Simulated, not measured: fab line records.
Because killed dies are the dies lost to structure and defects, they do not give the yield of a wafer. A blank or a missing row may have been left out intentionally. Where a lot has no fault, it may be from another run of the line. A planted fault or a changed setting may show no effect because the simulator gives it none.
What tool caused it? / flow nand_harc / Sampling: 24 lots, 72 wafers, 6 of 1302 route steps

## WHAT THE GAUGES SHOWED, per wafer
NHARC_A_BLC_CD_MEAS_10: target cd 100 nm.
lot=L074; measured=day 22 16:44; on=cd_sem-03; cd_nm (nm)=99.9 100.5 99.4
lot=L075; measured=day 23 02:25; on=cd_sem-01; cd_nm (nm)=100.3 100.5 100.0
lot=L077; measured=day 23 09:44; on=cd_sem-01; cd_nm (nm)=99.7 99.7 100.4
lot=L076; measured=day 23 19:13; on=cd_sem-01; cd_nm (nm)=100.9 100.6 100.4
lot=L079; measured=day 24 20:50; on=cd_sem-01; cd_nm (nm)=100.3 99.7 99.8
lot=L081; measured=day 25 02:20; on=cd_sem-03; cd_nm (nm)=98.8 99.6 99.4
lot=L078; measured=day 25 04:56; on=cd_sem-01; cd_nm (nm)=100.9 100.1 99.9
lot=L080; measured=day 25 10:25; on=cd_sem-03; cd_nm (nm)=99.4 99.5 100.2
lot=L083; measured=day 26 05:57; on=cd_sem-02; cd_nm (nm)=101.8 101.3 101.5
lot=L082; measured=day 26 09:29; on=cd_sem-01; cd_nm (nm)=100.9 100.6 100.8
lot=L085; measured=day 26 11:28; on=cd_sem-03; cd_nm (nm)=100.5 100.1 100.2
lot=L084; measured=day 26 15:21; on=cd_sem-03; cd_nm (nm)=100.6 99.7 100.6
lot=L086; measured=day 28 00:43; on=cd_sem-02; cd_nm (nm)=99.6 100.0 99.6
lot=L088; measured=day 28 15:16; on=cd_sem-03; cd_nm (nm)=99.8 100.0 99.9
lot=L089; measured=day 28 17:28; on=cd_sem-02; cd_nm (nm)=100.4 100.7 100.4
lot=L087; measured=day 28 21:27; on=cd_sem-03; cd_nm (nm)=100.2 99.9 99.6
lot=L090; measured=day 28 22:45; on=cd_sem-01; cd_nm (nm)=99.7 99.7 99.6
lot=L091; measured=day 29 18:47; on=cd_sem-03; cd_nm (nm)=100.3 99.8 99.7
lot=L093; measured=day 30 08:59; on=cd_sem-01; cd_nm (nm)=100.7 100.3 100.5
lot=L092; measured=day 30 11:16; on=cd_sem-02; cd_nm (nm)=100.5 100.3 101.1
lot=L094; measured=day 31 00:39; on=cd_sem-02; cd_nm (nm)=100.5 100.6 100.4
lot=L095; measured=day 31 01:50; on=cd_sem-03; cd_nm (nm)=99.4 99.6 99.9
lot=L096; measured=day 31 21:49; on=cd_sem-02; cd_nm (nm)=100.2 100.0 100.5
lot=L097; measured=day 32 17:04; on=cd_sem-02; cd_nm (nm)=99.9 99.2 100.5

NHARC_A_BLC_OVL_MEAS_11.
lot=L074; measured=day 22 16:49; on=overlay-01; overlay_x_nm (nm)=-0.2 -0.4 -0.4; overlay_y_nm (nm)=0.2 0.6 0.7
lot=L075; measured=day 23 02:30; on=overlay-01; overlay_x_nm (nm)=1.9 1.3 1.9; overlay_y_nm (nm)=0.1 0.3 -0.6
lot=L077; measured=day 23 09:49; on=overlay-01; overlay_x_nm (nm)=0.7 0.1 0.1; overlay_y_nm (nm)=0.9 1.5 0.4
lot=L076; measured=day 23 19:19; on=overlay-02; overlay_x_nm (nm)=-2.1 -2.0 -1.5; overlay_y_nm (nm)=-1.9 -2.2 -1.9
lot=L079; measured=day 24 20:56; on=overlay-01; overlay_x_nm (nm)=-1.2 -0.6 -0.4; overlay_y_nm (nm)=-0.3 -0.1 -0.3
lot=L081; measured=day 25 02:25; on=overlay-01; overlay_x_nm (nm)=-0.4 0.4 0.1; overlay_y_nm (nm)=-0.2 -0.5 -0.1
lot=L078; measured=day 25 05:01; on=overlay-01; overlay_x_nm (nm)=1.0 1.1 0.7; overlay_y_nm (nm)=-0.3 -0.2 -0.3
lot=L080; measured=day 25 10:30; on=overlay-02; overlay_x_nm (nm)=0.1 0.4 1.1; overlay_y_nm (nm)=-0.7 -0.9 -1.1
lot=L083; measured=day 26 06:02; on=overlay-01; overlay_x_nm (nm)=-0.7 -0.5 -0.5; overlay_y_nm (nm)=1.0 0.7 0.7
lot=L082; measured=day 26 09:34; on=overlay-02; overlay_x_nm (nm)=0.1 0.3 0.0; overlay_y_nm (nm)=1.6 1.7 1.2
lot=L085; measured=day 26 11:33; on=overlay-01; overlay_x_nm (nm)=1.6 1.0 1.6; overlay_y_nm (nm)=0.2 -0.1 -0.4
lot=L084; measured=day 26 15:26; on=overlay-01; overlay_x_nm (nm)=0.3 0.3 0.1; overlay_y_nm (nm)=1.7 2.1 1.6
lot=L086; measured=day 28 00:48; on=overlay-01; overlay_x_nm (nm)=0.7 0.4 0.9; overlay_y_nm (nm)=-0.5 -0.2 0.0
lot=L088; measured=day 28 15:21; on=overlay-02; overlay_x_nm (nm)=0.6 0.5 0.9; overlay_y_nm (nm)=1.4 0.7 1.2
lot=L089; measured=day 28 17:33; on=overlay-02; overlay_x_nm (nm)=0.8 0.8 1.4; overlay_y_nm (nm)=0.6 0.6 0.4
lot=L087; measured=day 28 21:32; on=overlay-01; overlay_x_nm (nm)=0.4 0.9 0.4; overlay_y_nm (nm)=-0.3 -0.6 -0.5
lot=L090; measured=day 28 22:50; on=overlay-01; overlay_x_nm (nm)=2.8 2.5 2.0; overlay_y_nm (nm)=0.7 1.5 0.3
lot=L091; measured=day 29 18:52; on=overlay-02; overlay_x_nm (nm)=-0.1 -0.6 -0.1; overlay_y_nm (nm)=0.7 1.2 0.5
lot=L093; measured=day 30 09:04; on=overlay-01; overlay_x_nm (nm)=-0.3 -0.1 0.0; overlay_y_nm (nm)=-1.5 -1.3 -0.9
lot=L092; measured=day 30 11:20; on=overlay-02; overlay_x_nm (nm)=3.1 2.7 2.8; overlay_y_nm (nm)=-0.7 -0.3 -0.8
lot=L094; measured=day 31 00:44; on=overlay-02; overlay_x_nm (nm)=0.9 1.1 0.9; overlay_y_nm (nm)=2.4 2.2 1.8
lot=L095; measured=day 31 01:55; on=overlay-01; overlay_x_nm (nm)=-1.7 -1.5 -1.1; overlay_y_nm (nm)=0.0 -0.3 -0.2
lot=L096; measured=day 31 21:55; on=overlay-01; overlay_x_nm (nm)=0.6 -0.6 -0.3; overlay_y_nm (nm)=0.1 0.7 0.3
lot=L097; measured=day 32 17:08; on=overlay-02; overlay_x_nm (nm)=1.1 0.1 0.6; overlay_y_nm (nm)=0.9 1.1 0.9

NHARC_A_M0_CD_MEAS_09: target cd 80 nm.
lot=L074; measured=day 22 20:47; on=cd_sem-01; cd_nm (nm)=79.5 79.1 79.3
lot=L075; measured=day 23 06:34; on=cd_sem-02; cd_nm (nm)=79.1 78.7 79.2
lot=L077; measured=day 23 14:16; on=cd_sem-02; cd_nm (nm)=79.5 79.5 79.0
lot=L076; measured=day 23 23:16; on=cd_sem-02; cd_nm (nm)=79.9 79.5 79.9
lot=L079; measured=day 25 00:53; on=cd_sem-01; cd_nm (nm)=80.4 79.7 79.6
lot=L081; measured=day 25 06:16; on=cd_sem-02; cd_nm (nm)=80.3 80.7 79.3
lot=L078; measured=day 25 08:58; on=cd_sem-02; cd_nm (nm)=80.8 80.4 80.4
lot=L080; measured=day 25 14:29; on=cd_sem-03; cd_nm (nm)=79.1 79.9 79.8
lot=L083; measured=day 26 09:59; on=cd_sem-02; cd_nm (nm)=80.0 79.9 79.8
lot=L082; measured=day 26 13:26; on=cd_sem-02; cd_nm (nm)=79.2 80.3 79.2
lot=L085; measured=day 26 15:25; on=cd_sem-03; cd_nm (nm)=80.6 80.3 80.3
lot=L084; measured=day 26 19:15; on=cd_sem-03; cd_nm (nm)=80.2 79.6 79.9
lot=L086; measured=day 28 04:46; on=cd_sem-01; cd_nm (nm)=80.0 80.1 80.4
lot=L088; measured=day 28 19:11; on=cd_sem-01; cd_nm (nm)=80.6 80.8 80.5
lot=L089; measured=day 28 21:32; on=cd_sem-02; cd_nm (nm)=81.0 81.1 79.9
lot=L087; measured=day 29 01:38; on=cd_sem-03; cd_nm (nm)=79.5 79.7 79.9
lot=L090; measured=day 29 02:47; on=cd_sem-01; cd_nm (nm)=80.0 79.7 80.4
lot=L091; measured=day 29 23:18; on=cd_sem-02; cd_nm (nm)=80.0 79.1 80.0
lot=L093; measured=day 30 12:53; on=cd_sem-03; cd_nm (nm)=80.5 80.3 80.4
lot=L092; measured=day 30 15:10; on=cd_sem-01; cd_nm (nm)=80.4 79.4 79.6
lot=L094; measured=day 31 04:40; on=cd_sem-02; cd_nm (nm)=80.3 79.9 80.2
lot=L095; measured=day 31 05:51; on=cd_sem-01; cd_nm (nm)=78.8 79.6 79.6
lot=L096; measured=day 32 01:44; on=cd_sem-01; cd_nm (nm)=80.6 80.9 81.0
lot=L097; measured=day 32 21:17; on=cd_sem-01; cd_nm (nm)=80.5 80.5 80.4

NHARC_A_M1_INSPECT_11.
lot=L074; measured=day 23 01:09; on=defect_inspect-02; raw_defect_count=119 115 116
lot=L075; measured=day 23 10:55; on=defect_inspect-02; raw_defect_count=79 100 99
lot=L077; measured=day 23 18:25; on=defect_inspect-01; raw_defect_count=18 16 24
lot=L076; measured=day 24 03:26; on=defect_inspect-02; raw_defect_count=21 27 27
lot=L079; measured=day 25 04:59; on=defect_inspect-01; raw_defect_count=28 14 24
lot=L081; measured=day 25 10:18; on=defect_inspect-02; raw_defect_count=159 177 138
lot=L078; measured=day 25 13:00; on=defect_inspect-02; raw_defect_count=93 88 115
lot=L080; measured=day 25 18:37; on=defect_inspect-02; raw_defect_count=27 22 26
lot=L083; measured=day 26 14:10; on=defect_inspect-01; raw_defect_count=117 107 128
lot=L082; measured=day 26 17:32; on=defect_inspect-02; raw_defect_count=33 35 27
lot=L085; measured=day 26 19:44; on=defect_inspect-02; raw_defect_count=22 18 25
lot=L084; measured=day 26 23:18; on=defect_inspect-02; raw_defect_count=114 119 100
lot=L086; measured=day 28 08:56; on=defect_inspect-02; raw_defect_count=94 97 113
lot=L088; measured=day 28 23:23; on=defect_inspect-02; raw_defect_count=19 22 25
lot=L089; measured=day 29 01:42; on=defect_inspect-01; raw_defect_count=135 114 128
lot=L087; measured=day 29 05:52; on=defect_inspect-01; raw_defect_count=132 144 145
lot=L090; measured=day 29 07:34; on=defect_inspect-01; raw_defect_count=98 113 117
lot=L091; measured=day 30 03:39; on=defect_inspect-02; raw_defect_count=114 105 111
lot=L093; measured=day 30 17:10; on=defect_inspect-01; raw_defect_count=71 80 79
lot=L092; measured=day 30 19:16; on=defect_inspect-01; raw_defect_count=105 115 114
lot=L094; measured=day 31 08:52; on=defect_inspect-02; raw_defect_count=72 65 73
lot=L095; measured=day 31 10:03; on=defect_inspect-02; raw_defect_count=76 74 81
lot=L096; measured=day 32 06:20; on=defect_inspect-01; raw_defect_count=114 140 120
lot=L097; measured=day 33 01:32; on=defect_inspect-02; raw_defect_count=70 73 85

## WHICH TOOL RAN EACH LOT (tool, then ch and the chambers of the sampled wafers, then the start)
lot=L074; NHARC_A_BLC_DESCUM_15=rie_diel-11 ch 0,1,3, day 22 16:56; NHARC_A_M0_DESCUM_14=rie_diel-10 ch 1,3, day 22 20:59
lot=L075; NHARC_A_BLC_DESCUM_15=rie_diel-06 ch 0,1,3, day 23 02:35; NHARC_A_M0_DESCUM_14=rie_diel-10 ch 0,1,2, day 23 06:45
lot=L077; NHARC_A_BLC_DESCUM_15=rie_diel-11 ch 1,2,3, day 23 09:56; NHARC_A_M0_DESCUM_14=rie_diel-12 ch 0,1,3, day 23 14:28
lot=L076; NHARC_A_BLC_DESCUM_15=rie_diel-11 ch 1,3, day 23 19:25; NHARC_A_M0_DESCUM_14=rie_diel-10 ch 0,2, day 23 23:27
lot=L079; NHARC_A_BLC_DESCUM_15=rie_diel-11 ch 0,1,2, day 24 21:03; NHARC_A_M0_DESCUM_14=rie_diel-10 ch 0,1,3, day 25 01:04
lot=L081; NHARC_A_BLC_DESCUM_15=rie_diel-06 ch 0,2,3, day 25 02:31; NHARC_A_M0_DESCUM_14=rie_diel-12 ch 1,3, day 25 06:26
lot=L078; NHARC_A_BLC_DESCUM_15=rie_diel-06 ch 0,1,3, day 25 05:08; NHARC_A_M0_DESCUM_14=rie_diel-10 ch 0,3, day 25 09:09
lot=L080; NHARC_A_BLC_DESCUM_15=rie_diel-09 ch 0,1,3, day 25 10:37; NHARC_A_M0_DESCUM_14=rie_diel-12 ch 0,1, day 25 14:40
lot=L083; NHARC_A_BLC_DESCUM_15=rie_diel-06 ch 0,1,3, day 26 06:09; NHARC_A_M0_DESCUM_14=rie_diel-12 ch 0,3, day 26 10:10
lot=L082; NHARC_A_BLC_DESCUM_15=rie_diel-09 ch 1,2,3, day 26 09:40; NHARC_A_M0_DESCUM_14=rie_diel-13 ch 0,1,3, day 26 13:37
lot=L085; NHARC_A_BLC_DESCUM_15=rie_diel-09 ch 0,1,3, day 26 11:39; NHARC_A_M0_DESCUM_14=rie_diel-12 ch 1,3, day 26 15:37
lot=L084; NHARC_A_BLC_DESCUM_15=rie_diel-09 ch 1,3, day 26 15:32; NHARC_A_M0_DESCUM_14=rie_diel-12 ch 0,1,3, day 26 19:27
lot=L086; NHARC_A_BLC_DESCUM_15=rie_diel-06 ch 0,1,3, day 28 00:54; NHARC_A_M0_DESCUM_14=rie_diel-12 ch 0,1,3, day 28 04:57
lot=L088; NHARC_A_BLC_DESCUM_15=rie_diel-09 ch 0,1,2, day 28 15:28; NHARC_A_M0_DESCUM_14=rie_diel-10 ch 1,2,3, day 28 19:23
lot=L089; NHARC_A_BLC_DESCUM_15=rie_diel-11 ch 0,2, day 28 17:38; NHARC_A_M0_DESCUM_14=rie_diel-10 ch 0,3, day 28 21:43
lot=L087; NHARC_A_BLC_DESCUM_15=rie_diel-11 ch 2,3, day 28 21:39; NHARC_A_M0_DESCUM_14=rie_diel-10 ch 0,1,3, day 29 01:50
lot=L090; NHARC_A_BLC_DESCUM_15=rie_diel-11 ch 1,2,3, day 28 22:57; NHARC_A_M0_DESCUM_14=rie_diel-12 ch 0,1, day 29 02:59
lot=L091; NHARC_A_BLC_DESCUM_15=rie_diel-11 ch 1,2,3, day 29 18:58; NHARC_A_M0_DESCUM_14=rie_diel-13 ch 0,2,3, day 29 23:30
lot=L093; NHARC_A_BLC_DESCUM_15=rie_diel-11 ch 1,2,3, day 30 09:10; NHARC_A_M0_DESCUM_14=rie_diel-12 ch 0,1,2, day 30 13:05
lot=L092; NHARC_A_BLC_DESCUM_15=rie_diel-11 ch 0,2, day 30 11:26; NHARC_A_M0_DESCUM_14=rie_diel-12 ch 0,3, day 30 15:20
lot=L094; NHARC_A_BLC_DESCUM_15=rie_diel-11 ch 1,2,3, day 31 00:50; NHARC_A_M0_DESCUM_14=rie_diel-12 ch 0,1,3, day 31 04:52
lot=L095; NHARC_A_BLC_DESCUM_15=rie_diel-09 ch 0,2,3, day 31 02:01; NHARC_A_M0_DESCUM_14=rie_diel-12 ch 0,1,2, day 31 06:02
lot=L096; NHARC_A_BLC_DESCUM_15=rie_diel-11 ch 0,2,3, day 31 22:01; NHARC_A_M0_DESCUM_14=rie_diel-12 ch 0,1, day 32 01:55
lot=L097; NHARC_A_BLC_DESCUM_15=rie_diel-11 ch 1,3, day 32 17:16; NHARC_A_M0_DESCUM_14=rie_diel-12 ch 0,1, day 32 21:28
- NHARC_A_BLC_DESCUM_15: chemistry O2, time 3 s.
- NHARC_A_M0_DESCUM_14: chemistry O2, time 3 s.

## WHAT THE TOOLS THEMSELVES READ (means of the sampled wafers that have a number; where no wafer has one, the mark that the record gives instead)
NHARC_A_BLC_DESCUM_15.
lot=L074; tool=rie_diel-11; drypump_motor_current_A (A)=5.0; mfc_ar_sccm (sccm)=0.005; oes_product_au (a.u.)=0.997; rf_vpp_V (V)=58.1; showerhead_plenum_p_Torr (Torr)=1.95; throttle_valve_pct (%)=11.314
lot=L075; tool=rie_diel-06; drypump_motor_current_A (A)=5.6; mfc_ar_sccm (sccm)=0.012; oes_product_au (a.u.)=1.003; rf_vpp_V (V)=57.8; showerhead_plenum_p_Torr (Torr)=1.83; throttle_valve_pct (%)=11.313
lot=L077; tool=rie_diel-11; drypump_motor_current_A (A)=5.3; mfc_ar_sccm (sccm)=0.006; oes_product_au (a.u.)=1.000; rf_vpp_V (V)=57.7; showerhead_plenum_p_Torr (Torr)=1.89; throttle_valve_pct (%)=11.317
lot=L076; tool=rie_diel-11; drypump_motor_current_A (A)=5.0; mfc_ar_sccm (sccm)=0.000; oes_product_au (a.u.)=1.004; rf_vpp_V (V)=56.8; showerhead_plenum_p_Torr (Torr)=1.95; throttle_valve_pct (%)=11.307
lot=L079; tool=rie_diel-11; drypump_motor_current_A (A)=5.1; mfc_ar_sccm (sccm)=0.011; oes_product_au (a.u.)=0.997; rf_vpp_V (V)=57.8; showerhead_plenum_p_Torr (Torr)=1.92; throttle_valve_pct (%)=11.303
lot=L081; tool=rie_diel-06; drypump_motor_current_A (A)=5.2; mfc_ar_sccm (sccm)=0.013; oes_product_au (a.u.)=0.999; rf_vpp_V (V)=57.8; showerhead_plenum_p_Torr (Torr)=1.85; throttle_valve_pct (%)=11.312
lot=L078; tool=rie_diel-06; drypump_motor_current_A (A)=5.6; mfc_ar_sccm (sccm)=0.012; oes_product_au (a.u.)=1.006; rf_vpp_V (V)=58.0; showerhead_plenum_p_Torr (Torr)=1.83; throttle_valve_pct (%)=11.314
lot=L080; tool=rie_diel-09; drypump_motor_current_A (A)=6.0; mfc_ar_sccm (sccm)=0.004; oes_product_au (a.u.)=1.002; rf_vpp_V (V)=57.4; showerhead_plenum_p_Torr (Torr)=1.90; throttle_valve_pct (%)=11.309
lot=L083; tool=rie_diel-06; drypump_motor_current_A (A)=5.6; mfc_ar_sccm (sccm)=0.012; oes_product_au (a.u.)=1.003; rf_vpp_V (V)=57.6; showerhead_plenum_p_Torr (Torr)=1.83; throttle_valve_pct (%)=11.315
lot=L082; tool=rie_diel-09; drypump_motor_current_A (A)=5.6; mfc_ar_sccm (sccm)=0.006; oes_product_au (a.u.)=1.002; rf_vpp_V (V)=58.9; showerhead_plenum_p_Torr (Torr)=1.93; throttle_valve_pct (%)=11.311
lot=L085; tool=rie_diel-09; drypump_motor_current_A (A)=6.0; mfc_ar_sccm (sccm)=0.004; oes_product_au (a.u.)=0.996; rf_vpp_V (V)=58.2; showerhead_plenum_p_Torr (Torr)=1.90; throttle_valve_pct (%)=11.309
lot=L084; tool=rie_diel-09; drypump_motor_current_A (A)=6.1; mfc_ar_sccm (sccm)=0.004; oes_product_au (a.u.)=0.991; rf_vpp_V (V)=57.5; showerhead_plenum_p_Torr (Torr)=1.94; throttle_valve_pct (%)=11.308
lot=L086; tool=rie_diel-06; drypump_motor_current_A (A)=5.6; mfc_ar_sccm (sccm)=0.012; oes_product_au (a.u.)=1.005; rf_vpp_V (V)=57.9; showerhead_plenum_p_Torr (Torr)=1.83; throttle_valve_pct (%)=11.312
lot=L088; tool=rie_diel-09; drypump_motor_current_A (A)=5.4; mfc_ar_sccm (sccm)=0.006; oes_product_au (a.u.)=1.002; rf_vpp_V (V)=57.9; showerhead_plenum_p_Torr (Torr)=1.88; throttle_valve_pct (%)=11.309
lot=L089; tool=rie_diel-11; drypump_motor_current_A (A)=5.5; mfc_ar_sccm (sccm)=0.017; oes_product_au (a.u.)=1.000; rf_vpp_V (V)=56.7; showerhead_plenum_p_Torr (Torr)=1.86; throttle_valve_pct (%)=11.298
lot=L087; tool=rie_diel-11; drypump_motor_current_A (A)=5.6; mfc_ar_sccm (sccm)=0.006; oes_product_au (a.u.)=1.004; rf_vpp_V (V)=58.2; showerhead_plenum_p_Torr (Torr)=1.86; throttle_valve_pct (%)=11.302
lot=L090; tool=rie_diel-11; drypump_motor_current_A (A)=5.3; mfc_ar_sccm (sccm)=0.006; oes_product_au (a.u.)=0.994; rf_vpp_V (V)=58.1; showerhead_plenum_p_Torr (Torr)=1.89; throttle_valve_pct (%)=11.307
lot=L091; tool=rie_diel-11; drypump_motor_current_A (A)=5.3; mfc_ar_sccm (sccm)=0.006; oes_product_au (a.u.)=0.996; rf_vpp_V (V)=57.2; showerhead_plenum_p_Torr (Torr)=1.89; throttle_valve_pct (%)=11.305
lot=L093; tool=rie_diel-11; drypump_motor_current_A (A)=5.3; mfc_ar_sccm (sccm)=0.006; oes_product_au (a.u.)=1.006; rf_vpp_V (V)=57.8; showerhead_plenum_p_Torr (Torr)=1.89; throttle_valve_pct (%)=11.303
lot=L092; tool=rie_diel-11; drypump_motor_current_A (A)=5.4; mfc_ar_sccm (sccm)=0.017; oes_product_au (a.u.)=1.001; rf_vpp_V (V)=57.6; showerhead_plenum_p_Torr (Torr)=1.86; throttle_valve_pct (%)=11.304
lot=L094; tool=rie_diel-11; drypump_motor_current_A (A)=5.3; mfc_ar_sccm (sccm)=0.006; oes_product_au (a.u.)=0.996; rf_vpp_V (V)=58.0; showerhead_plenum_p_Torr (Torr)=1.89; throttle_valve_pct (%)=11.311
lot=L095; tool=rie_diel-09; drypump_motor_current_A (A)=5.7; mfc_ar_sccm (sccm)=0.002; oes_product_au (a.u.)=1.000; rf_vpp_V (V)=58.2; showerhead_plenum_p_Torr (Torr)=1.90; throttle_valve_pct (%)=11.316
lot=L096; tool=rie_diel-11; drypump_motor_current_A (A)=5.4; mfc_ar_sccm (sccm)=0.011; oes_product_au (a.u.)=1.002; rf_vpp_V (V)=57.3; showerhead_plenum_p_Torr (Torr)=1.89; throttle_valve_pct (%)=11.317
lot=L097; tool=rie_diel-11; drypump_motor_current_A (A)=5.0; mfc_ar_sccm (sccm)=0.000; oes_product_au (a.u.)=1.000; rf_vpp_V (V)=58.2; showerhead_plenum_p_Torr (Torr)=1.95; throttle_valve_pct (%)=11.309

NHARC_A_M0_DESCUM_14.
lot=L074; tool=rie_diel-10; drypump_motor_current_A (A)=5.89; mfc_ar_sccm (sccm)=0.030; oes_product_au (a.u.)=1.004; rf_vpp_V (V)=57.1; showerhead_plenum_p_Torr (Torr)=1.89; throttle_valve_pct (%)=11.312
lot=L075; tool=rie_diel-10; drypump_motor_current_A (A)=5.88; mfc_ar_sccm (sccm)=0.029; oes_product_au (a.u.)=1.010; rf_vpp_V (V)=58.2; showerhead_plenum_p_Torr (Torr)=1.94; throttle_valve_pct (%)=11.319
lot=L077; tool=rie_diel-12; drypump_motor_current_A (A)=5.71; mfc_ar_sccm (sccm)=0.010; oes_product_au (a.u.)=0.991; rf_vpp_V (V)=58.0; showerhead_plenum_p_Torr (Torr)=1.92; throttle_valve_pct (%)=11.318
lot=L076; tool=rie_diel-10; drypump_motor_current_A (A)=5.91; mfc_ar_sccm (sccm)=0.022; oes_product_au (a.u.)=1.002; rf_vpp_V (V)=57.7; showerhead_plenum_p_Torr (Torr)=2.00; throttle_valve_pct (%)=11.314
lot=L079; tool=rie_diel-10; drypump_motor_current_A (A)=5.70; mfc_ar_sccm (sccm)=0.027; oes_product_au (a.u.)=1.003; rf_vpp_V (V)=57.7; showerhead_plenum_p_Torr (Torr)=1.92; throttle_valve_pct (%)=11.309
lot=L081; tool=rie_diel-12; drypump_motor_current_A (A)=5.89; mfc_ar_sccm (sccm)=0.010; oes_product_au (a.u.)=0.994; rf_vpp_V (V)=57.4; showerhead_plenum_p_Torr (Torr)=1.93; throttle_valve_pct (%)=11.320
lot=L078; tool=rie_diel-10; drypump_motor_current_A (A)=5.56; mfc_ar_sccm (sccm)=0.019; oes_product_au (a.u.)=0.999; rf_vpp_V (V)=57.6; showerhead_plenum_p_Torr (Torr)=1.96; throttle_valve_pct (%)=11.317
lot=L080; tool=rie_diel-12; drypump_motor_current_A (A)=5.76; mfc_ar_sccm (sccm)=0.021; oes_product_au (a.u.)=0.999; rf_vpp_V (V)=58.4; showerhead_plenum_p_Torr (Torr)=1.92; throttle_valve_pct (%)=11.311
lot=L083; tool=rie_diel-12; drypump_motor_current_A (A)=5.68; mfc_ar_sccm (sccm)=0.000; oes_product_au (a.u.)=0.995; rf_vpp_V (V)=57.5; showerhead_plenum_p_Torr (Torr)=1.90; throttle_valve_pct (%)=11.321
lot=L082; tool=rie_diel-13; drypump_motor_current_A (A)=5.80; mfc_ar_sccm (sccm)=0.011; oes_product_au (a.u.)=1.001; rf_vpp_V (V)=57.7; showerhead_plenum_p_Torr (Torr)=1.99; throttle_valve_pct (%)=11.314
lot=L085; tool=rie_diel-12; drypump_motor_current_A (A)=5.89; mfc_ar_sccm (sccm)=0.010; oes_product_au (a.u.)=0.995; rf_vpp_V (V)=58.3; showerhead_plenum_p_Torr (Torr)=1.93; throttle_valve_pct (%)=11.317
lot=L084; tool=rie_diel-12; drypump_motor_current_A (A)=5.74; mfc_ar_sccm (sccm)=0.010; oes_product_au (a.u.)=0.995; rf_vpp_V (V)=57.8; showerhead_plenum_p_Torr (Torr)=1.91; throttle_valve_pct (%)=11.312
lot=L086; tool=rie_diel-12; drypump_motor_current_A (A)=5.72; mfc_ar_sccm (sccm)=0.010; oes_product_au (a.u.)=0.992; rf_vpp_V (V)=57.6; showerhead_plenum_p_Torr (Torr)=1.91; throttle_valve_pct (%)=11.314
lot=L088; tool=rie_diel-10; drypump_motor_current_A (A)=5.91; mfc_ar_sccm (sccm)=0.023; oes_product_au (a.u.)=0.997; rf_vpp_V (V)=57.7; showerhead_plenum_p_Torr (Torr)=1.95; throttle_valve_pct (%)=11.308
lot=L089; tool=rie_diel-10; drypump_motor_current_A (A)=5.52; mfc_ar_sccm (sccm)=0.024; oes_product_au (a.u.)=0.993; rf_vpp_V (V)=57.0; showerhead_plenum_p_Torr (Torr)=1.94; throttle_valve_pct (%)=11.305
lot=L087; tool=rie_diel-10; drypump_motor_current_A (A)=5.70; mfc_ar_sccm (sccm)=0.027; oes_product_au (a.u.)=0.997; rf_vpp_V (V)=58.3; showerhead_plenum_p_Torr (Torr)=1.91; throttle_valve_pct (%)=11.317
lot=L090; tool=rie_diel-12; drypump_motor_current_A (A)=5.76; mfc_ar_sccm (sccm)=0.021; oes_product_au (a.u.)=0.996; rf_vpp_V (V)=57.6; showerhead_plenum_p_Torr (Torr)=1.92; throttle_valve_pct (%)=11.313
lot=L091; tool=rie_diel-13; drypump_motor_current_A (A)=5.67; mfc_ar_sccm (sccm)=0.020; oes_product_au (a.u.)=1.008; rf_vpp_V (V)=57.6; showerhead_plenum_p_Torr (Torr)=1.97; throttle_valve_pct (%)=11.307
lot=L093; tool=rie_diel-12; drypump_motor_current_A (A)=5.61; mfc_ar_sccm (sccm)=0.010; oes_product_au (a.u.)=1.004; rf_vpp_V (V)=57.5; showerhead_plenum_p_Torr (Torr)=1.87; throttle_valve_pct (%)=11.307
lot=L092; tool=rie_diel-12; drypump_motor_current_A (A)=5.54; mfc_ar_sccm (sccm)=0.000; oes_product_au (a.u.)=0.998; rf_vpp_V (V)=58.7; showerhead_plenum_p_Torr (Torr)=1.89; throttle_valve_pct (%)=11.313
lot=L094; tool=rie_diel-12; drypump_motor_current_A (A)=5.71; mfc_ar_sccm (sccm)=0.010; oes_product_au (a.u.)=1.006; rf_vpp_V (V)=57.5; showerhead_plenum_p_Torr (Torr)=1.91; throttle_valve_pct (%)=11.321
lot=L095; tool=rie_diel-12; drypump_motor_current_A (A)=5.61; mfc_ar_sccm (sccm)=0.010; oes_product_au (a.u.)=1.000; rf_vpp_V (V)=58.0; showerhead_plenum_p_Torr (Torr)=1.87; throttle_valve_pct (%)=11.315
lot=L096; tool=rie_diel-12; drypump_motor_current_A (A)=5.76; mfc_ar_sccm (sccm)=0.021; oes_product_au (a.u.)=0.999; rf_vpp_V (V)=57.7; showerhead_plenum_p_Torr (Torr)=1.92; throttle_valve_pct (%)=11.317
lot=L097; tool=rie_diel-12; drypump_motor_current_A (A)=5.76; mfc_ar_sccm (sccm)=0.021; oes_product_au (a.u.)=0.995; rf_vpp_V (V)=57.4; showerhead_plenum_p_Torr (Torr)=1.92; throttle_valve_pct (%)=11.312

## THE ANSWER, worked out from the rows above alone
Rule: the usual values come from the lots themselves. The widest of any qualifying gaps counts: lots, ordered by their means at a reading, are off when they make up no more than a third of the lots, leave a main group of 4 or more, and stand apart from it by 3 or more times the standard deviation of that group's means. The tables above print the reading to a certain number of digits; a main group whose means all agree to those digits is not used. Also off: a lot with no number at a reading for which 4 or more lots have one. All remaining lots with rows at the step are treated as sound. After the gauges, taken in route order, come the tools' own readings; for these a lot's mean is taken, as printed above. The first step at which some lot is off is used, and at that step the reading that is off furthest; a lot without a number counts as furthest.
No lot is off on any of the readings shown, so nothing can be concluded from this.

## WHAT HAD BEEN PUT IN BY THE SIMULATOR
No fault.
